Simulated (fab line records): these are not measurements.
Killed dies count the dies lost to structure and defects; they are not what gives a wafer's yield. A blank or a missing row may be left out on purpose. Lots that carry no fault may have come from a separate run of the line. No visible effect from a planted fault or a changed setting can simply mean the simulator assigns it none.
What tool caused it? | flow n5_finfet | 24 lots with 72 wafers sampled at 2 steps, on a route of 1938 steps

## WHAT THE GAUGES SHOWED, per wafer
N5_SD_EPI_P_CD_MEAS_09: target cd 240 nm. Usual: cd_nm at 240.2 nm, with a standard deviation of 0.68.
lot  | measured    | on        | cd_nm (nm)        | flag
L074 | day 3 04:54 | cd_sem-03 | 241.1 241.5 239.9 |
L075 | day 3 12:47 | cd_sem-03 | 240.0 239.1 238.8 |
L076 | day 3 18:26 | cd_sem-02 | 239.8 240.5 239.1 |
L077 | day 4 02:22 | cd_sem-02 | 240.8 240.1 239.7 |
L078 | day 4 05:07 | cd_sem-02 | 240.3 240.4 240.7 |
L079 | day 4 12:59 | cd_sem-01 | 239.6 240.1 240.7 |
L080 | day 4 18:11 | cd_sem-02 | 240.5 240.7 240.2 |
L081 | day 4 23:58 | cd_sem-01 | 239.6 239.4 238.7 |
L082 | day 5 06:02 | cd_sem-01 | 240.6 238.7 241.3 |
L083 | day 5 12:13 | cd_sem-02 | 241.0 239.8 240.3 |
L084 | day 5 22:05 | cd_sem-01 | 239.8 240.0 240.9 |
L085 | day 6 01:23 | cd_sem-02 | 240.0 240.0 241.3 |
L086 | day 6 08:46 | cd_sem-02 | 240.5 241.4 241.6 |
L087 | day 6 15:55 | cd_sem-03 | 240.1 240.0 238.9 |
L088 | day 6 19:01 | cd_sem-02 | 240.4 240.5 240.9 |
L089 | day 7 00:23 | cd_sem-02 | 240.2 239.2 239.9 |
L090 | day 7 05:19 | cd_sem-03 | 239.9 240.3 240.7 |
L091 | day 7 12:28 | cd_sem-03 | 239.4 239.9 239.8 |
L092 | day 7 19:13 | cd_sem-02 | 240.6 239.8 240.3 |
L093 | day 7 23:04 | cd_sem-02 | 241.0 239.2 240.0 |
L094 | day 8 04:15 | cd_sem-03 | 241.2 241.2 241.5 |
L095 | day 8 12:41 | cd_sem-03 | 240.5 239.6 240.5 |
L096 | day 8 19:00 | cd_sem-01 | 239.4 239.3 239.7 |
L097 | day 9 00:01 | cd_sem-01 | 240.1 241.6 240.0 |

N5_SDB_CD_MEAS_11: target cd 50 nm. Usual: cd_nm at 50.5 nm, with a standard deviation of 1.5.
lot  | measured    | on        | cd_nm (nm)     | flag
L074 | day 3 18:12 | cd_sem-03 | 48.1 51.3 51.2 |
L075 | day 4 04:08 | cd_sem-02 | 47.0 50.2 46.9 |
L076 | day 4 06:34 | cd_sem-02 | 51.6 47.3 50.1 |
L077 | day 4 15:50 | cd_sem-01 | 51.6 51.3 51.0 |
L078 | day 4 17:15 | cd_sem-02 | 51.2 50.7 50.7 |
L079 | day 5 01:11 | cd_sem-03 | 50.6 52.0 50.7 |
L080 | day 5 05:37 | cd_sem-01 | 49.8 50.5 50.1 |
L081 | day 5 11:10 | cd_sem-02 | 49.9 49.5 47.9 |
L082 | day 5 18:19 | cd_sem-03 | 50.8 50.7 51.9 |
L083 | day 6 00:57 | cd_sem-01 | 52.1 50.9 54.0 |
L084 | day 6 09:25 | cd_sem-02 | 51.0 50.9 51.6 |
L085 | day 6 12:45 | cd_sem-01 | 53.3 51.2 51.5 |
L086 | day 6 20:26 | cd_sem-01 | 49.1 49.6 50.4 |
L087 | day 7 03:29 | cd_sem-01 | 49.2 49.2 50.3 |
L088 | day 7 06:44 | cd_sem-02 | 51.8 51.0 50.5 |
L089 | day 7 14:58 | cd_sem-01 | 52.4 50.3 53.6 |
L090 | day 7 16:50 | cd_sem-02 | 50.5 51.1 49.0 |
L091 | day 7 23:40 | cd_sem-01 | 50.8 51.2 50.4 |
L092 | day 8 06:59 | cd_sem-02 | 51.7 51.7 51.2 |
L093 | day 8 10:23 | cd_sem-02 | 49.2 49.6 49.4 |
L094 | day 8 15:59 | cd_sem-02 | 52.3 50.4 48.3 |
L095 | day 9 00:41 | cd_sem-02 | 49.0 50.1 52.7 |
L096 | day 9 07:13 | cd_sem-01 | 50.7 51.1 52.9 |
L097 | day 9 11:46 | cd_sem-03 | 46.9 51.0 51.9 |

## EACH LOT AND THE TOOL THAT RAN IT (in order: tool; ch and the chambers of the sampled wafers; start)
There is no process step in the record ahead of these readings.

## AS READ BY THE TOOLS THEMSELVES (means over the sampled wafers that have a number; for cases with no such wafer, the mark the record gives instead)
The record holds no such reading with a usual standard deviation.

## THE ANSWER, worked out from the rows above alone
Rule: take the mean of a lot's wafers that have a number; if it is more than 3 standard deviations from the usual mean, the lot is off. A lot without any number at a reading at which 4 lots or more have one is off too. Any other lot the step has rows for is counted as sound. First the gauges in route order, then the tools' own readings, where a lot's mean is used as printed above. At the first step where some lot is off, the reading lying furthest off is the one used; lots without a number count as furthest.
No lot is off on any of the readings shown, so nothing can be concluded from this.

## WHAT HAD BEEN PUT IN BY THE SIMULATOR
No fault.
